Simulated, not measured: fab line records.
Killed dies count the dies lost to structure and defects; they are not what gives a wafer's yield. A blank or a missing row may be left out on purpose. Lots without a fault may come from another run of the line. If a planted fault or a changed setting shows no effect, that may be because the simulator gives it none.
Chamber matching :: flow nand harc :: NHARC_A_CHANNEL_FILL_D1_ALD_25 on ald hk-04: 4 sister chambers
The step deposits SiOx, target thk 60 nm, pulse time 10 s, ald cycles 600. 8 wafers are shown with their chamber, then 10 later ones without.

WAFERS PAIRED WITH THEIR CHAMBERS
wafer: L080.1
chamber: 2
heater power w (W): 486
precursor pulse height rel: 1.017

wafer: L083.4
chamber: 2
heater power w (W): 489
precursor pulse height rel: 0.992

wafer: L086.2
chamber: 3
heater power w (W): 526
precursor pulse height rel: 0.994

wafer: L088.1
chamber: 1
heater power w (W): 406
precursor pulse height rel: 0.976

wafer: L088.5
chamber: 0
heater power w (W): 531
precursor pulse height rel: 1.012

wafer: L088.6
chamber: 1
heater power w (W): 409
precursor pulse height rel: 0.958

wafer: L090.3
chamber: 3
heater power w (W): 505
precursor pulse height rel: 1.016

wafer: L090.4
chamber: 0
heater power w (W): 530
precursor pulse height rel: 1.010

WAFERS WHOSE CHAMBER IS MISSING
wafer: L090.6
heater power w (W): 514
precursor pulse height rel: 0.980

wafer: L092.4
heater power w (W): 540
precursor pulse height rel: 0.987

wafer: L092.3
heater power w (W): 482
precursor pulse height rel: 0.996

wafer: L092.5
heater power w (W): 551
precursor pulse height rel: 1.014

wafer: L095.2
heater power w (W): 492
precursor pulse height rel: 1.000

wafer: L095.5
heater power w (W): 479
precursor pulse height rel: 0.992

wafer: L095.6
heater power w (W): 412
precursor pulse height rel: 0.985

wafer: L096.3
heater power w (W): 485
precursor pulse height rel: 1.006

wafer: L096.6
heater power w (W): 519
precursor pulse height rel: 1.015

wafer: L096.5
heater power w (W): 514
precursor pulse height rel: 0.999

WHICH CHAMBER EACH ONE RAN IN
wafer: L090.6
from the rows above: can't be placed: 3 or 0
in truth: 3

wafer: L092.4
from the rows above: can't be placed: 0 or 3
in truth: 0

wafer: L092.3
from the rows above: 2
in truth: 2

wafer: L092.5
from the rows above: 0
in truth: 0

wafer: L095.2
from the rows above: 2
in truth: 2

wafer: L095.5
from the rows above: 2
in truth: 2

wafer: L095.6
from the rows above: 1
in truth: 1

wafer: L096.3
from the rows above: 2
in truth: 2

wafer: L096.6
from the rows above: can't be placed: 3 or 0
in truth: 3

wafer: L096.5
from the rows above: can't be placed: 3 or 0
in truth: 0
6 of 10 placed correctly. From these rows, 4 cannot be placed; in 4 the true chamber is one of the candidates. Number placed wrongly: 0.
How it was worked out, from the rows above alone: a wafer's distance from a chamber is the root of the sum, over the readings, of the square of ((its reading less the chamber's mean) divided by the reading's scatter). If the next closest chamber is less than 2 further off than the closest, the wafer can't be placed; otherwise it belongs to the closest. The mean given for a chamber averages the wafers shown for that chamber. The scatter: the root of (the sum of the squares of (reading less its chamber's mean) over the shown wafers, divided by (wafers less chambers)).
